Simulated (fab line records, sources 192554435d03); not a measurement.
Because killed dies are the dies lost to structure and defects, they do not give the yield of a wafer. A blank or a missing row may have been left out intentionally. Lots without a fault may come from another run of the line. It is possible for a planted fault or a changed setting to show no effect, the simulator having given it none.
Matching of chambers || flow n5 finfet || 4 sister chambers for N5_DUMMY_GATE_STRIP_40 on rie diel-04
The step strips in CF4. 22 wafers are shown with their chamber, then 11 later ones without.

WAFERS PAIRED WITH THEIR CHAMBERS
{"wafer": "L074.1", "chamber": 1, "throttle valve pct (%)": 13.30, "drypump motor current A (A)": 6.5, "showerhead plenum p Torr (Torr)": 1.82}
{"wafer": "L074.3", "chamber": 2, "throttle valve pct (%)": 13.90, "drypump motor current A (A)": 6.2, "showerhead plenum p Torr (Torr)": 1.86}
{"wafer": "L074.5", "chamber": 0, "throttle valve pct (%)": 14.08, "drypump motor current A (A)": 5.5, "showerhead plenum p Torr (Torr)": 1.79}
{"wafer": "L076.1", "chamber": 0, "throttle valve pct (%)": 14.09, "drypump motor current A (A)": 5.6, "showerhead plenum p Torr (Torr)": 1.79}
{"wafer": "L076.3", "chamber": 2, "throttle valve pct (%)": 13.88, "drypump motor current A (A)": 6.1, "showerhead plenum p Torr (Torr)": 1.86}
{"wafer": "L076.6", "chamber": 1, "throttle valve pct (%)": 13.32, "drypump motor current A (A)": 6.5, "showerhead plenum p Torr (Torr)": 1.82}
{"wafer": "L077.1", "chamber": 2, "throttle valve pct (%)": 13.91, "drypump motor current A (A)": 6.2, "showerhead plenum p Torr (Torr)": 1.85}
{"wafer": "L077.3", "chamber": 3, "throttle valve pct (%)": 13.47, "drypump motor current A (A)": 5.3, "showerhead plenum p Torr (Torr)": 1.85}
{"wafer": "L077.5", "chamber": 1, "throttle valve pct (%)": 13.32, "drypump motor current A (A)": 6.5, "showerhead plenum p Torr (Torr)": 1.82}
{"wafer": "L078.2", "chamber": 1, "throttle valve pct (%)": 13.33, "drypump motor current A (A)": 6.5, "showerhead plenum p Torr (Torr)": 1.82}
{"wafer": "L078.4", "chamber": 2, "throttle valve pct (%)": 13.88, "drypump motor current A (A)": 6.1, "showerhead plenum p Torr (Torr)": 1.85}
{"wafer": "L078.5", "chamber": 0, "throttle valve pct (%)": 14.11, "drypump motor current A (A)": 5.6, "showerhead plenum p Torr (Torr)": 1.79}
{"wafer": "L082.2", "chamber": 0, "throttle valve pct (%)": 14.12, "drypump motor current A (A)": 5.6, "showerhead plenum p Torr (Torr)": 1.79}
{"wafer": "L082.4", "chamber": 1, "throttle valve pct (%)": 13.36, "drypump motor current A (A)": 6.5, "showerhead plenum p Torr (Torr)": 1.82}
{"wafer": "L082.6", "chamber": 2, "throttle valve pct (%)": 13.92, "drypump motor current A (A)": 6.1, "showerhead plenum p Torr (Torr)": 1.85}
{"wafer": "L084.1", "chamber": 3, "throttle valve pct (%)": 13.51, "drypump motor current A (A)": 5.3, "showerhead plenum p Torr (Torr)": 1.85}
{"wafer": "L084.3", "chamber": 1, "throttle valve pct (%)": 13.36, "drypump motor current A (A)": 6.5, "showerhead plenum p Torr (Torr)": 1.82}
{"wafer": "L084.4", "chamber": 0, "throttle valve pct (%)": 14.12, "drypump motor current A (A)": 5.5, "showerhead plenum p Torr (Torr)": 1.79}
{"wafer": "L085.3", "chamber": 1, "throttle valve pct (%)": 13.36, "drypump motor current A (A)": 6.5, "showerhead plenum p Torr (Torr)": 1.82}
{"wafer": "L085.5", "chamber": 3, "throttle valve pct (%)": 13.52, "drypump motor current A (A)": 5.2, "showerhead plenum p Torr (Torr)": 1.85}
{"wafer": "L085.6", "chamber": 0, "throttle valve pct (%)": 14.13, "drypump motor current A (A)": 5.6, "showerhead plenum p Torr (Torr)": 1.78}
{"wafer": "L091.2", "chamber": 0, "throttle valve pct (%)": 14.14, "drypump motor current A (A)": 5.5, "showerhead plenum p Torr (Torr)": 1.78}

SIGNATURES, as means of the wafers listed above
{"reading": "throttle valve pct", "chamber 0": 14.1129, "chamber 1": 13.3357, "chamber 2": 13.8980, "chamber 3": 13.5000, "scatter within a chamber": 0.0224}
{"reading": "drypump motor current A", "chamber 0": 5.557, "chamber 1": 6.500, "chamber 2": 6.140, "chamber 3": 5.267, "scatter within a chamber": 0.0446}
{"reading": "showerhead plenum p Torr", "chamber 0": 1.7871, "chamber 1": 1.8200, "chamber 2": 1.8540, "chamber 3": 1.8500, "scatter within a chamber": 0.00382}
Rule: a wafer lies at a distance from a chamber equal to the root of the sum of squares, over the readings, of (its reading less the chamber's mean, divided by the reading's scatter). If the next closest chamber is less than 2 further off than the closest, the wafer can't be placed; otherwise it belongs to the closest. The scatter: the root of (the sum of the squares of (reading less its chamber's mean) over the shown wafers, divided by (wafers less chambers)).

WAFERS MISSING THEIR CHAMBER
{"wafer": "L091.4", "throttle valve pct (%)": 13.39, "drypump motor current A (A)": 6.5, "showerhead plenum p Torr (Torr)": 1.82}
{"wafer": "L091.6", "throttle valve pct (%)": 13.95, "drypump motor current A (A)": 6.1, "showerhead plenum p Torr (Torr)": 1.85}
{"wafer": "L092.2", "throttle valve pct (%)": 13.54, "drypump motor current A (A)": 5.3, "showerhead plenum p Torr (Torr)": 1.85}
{"wafer": "L092.5", "throttle valve pct (%)": 14.13, "drypump motor current A (A)": 5.6, "showerhead plenum p Torr (Torr)": 1.78}
{"wafer": "L092.6", "throttle valve pct (%)": 13.39, "drypump motor current A (A)": 6.5, "showerhead plenum p Torr (Torr)": 1.82}
{"wafer": "L093.3", "throttle valve pct (%)": 13.53, "drypump motor current A (A)": 5.3, "showerhead plenum p Torr (Torr)": 1.85}
{"wafer": "L093.4", "throttle valve pct (%)": 13.96, "drypump motor current A (A)": 6.1, "showerhead plenum p Torr (Torr)": 1.85}
{"wafer": "L093.5", "throttle valve pct (%)": 14.15, "drypump motor current A (A)": 5.6, "showerhead plenum p Torr (Torr)": 1.78}
{"wafer": "L097.1", "throttle valve pct (%)": 13.56, "drypump motor current A (A)": 5.3, "showerhead plenum p Torr (Torr)": 1.84}
{"wafer": "L097.4", "throttle valve pct (%)": 13.55, "drypump motor current A (A)": 5.3, "showerhead plenum p Torr (Torr)": 1.84}
{"wafer": "L097.5", "throttle valve pct (%)": 13.97, "drypump motor current A (A)": 6.1, "showerhead plenum p Torr (Torr)": 1.85}

THE CHAMBER EACH PASSED THROUGH
{"wafer": "L091.4", "from the rows above": 1, "in truth": 1}
{"wafer": "L091.6", "from the rows above": 2, "in truth": 2}
{"wafer": "L092.2", "from the rows above": 3, "in truth": 3}
{"wafer": "L092.5", "from the rows above": 0, "in truth": 0}
{"wafer": "L092.6", "from the rows above": 1, "in truth": 1}
{"wafer": "L093.3", "from the rows above": 3, "in truth": 3}
{"wafer": "L093.4", "from the rows above": 2, "in truth": 2}
{"wafer": "L093.5", "from the rows above": 0, "in truth": 0}
{"wafer": "L097.1", "from the rows above": 3, "in truth": 3}
{"wafer": "L097.4", "from the rows above": 3, "in truth": 3}
{"wafer": "L097.5", "from the rows above": 2, "in truth": 2}
Correctly placed: 11 of 11. Can't be placed from these rows: 0. 0 placed wrongly.
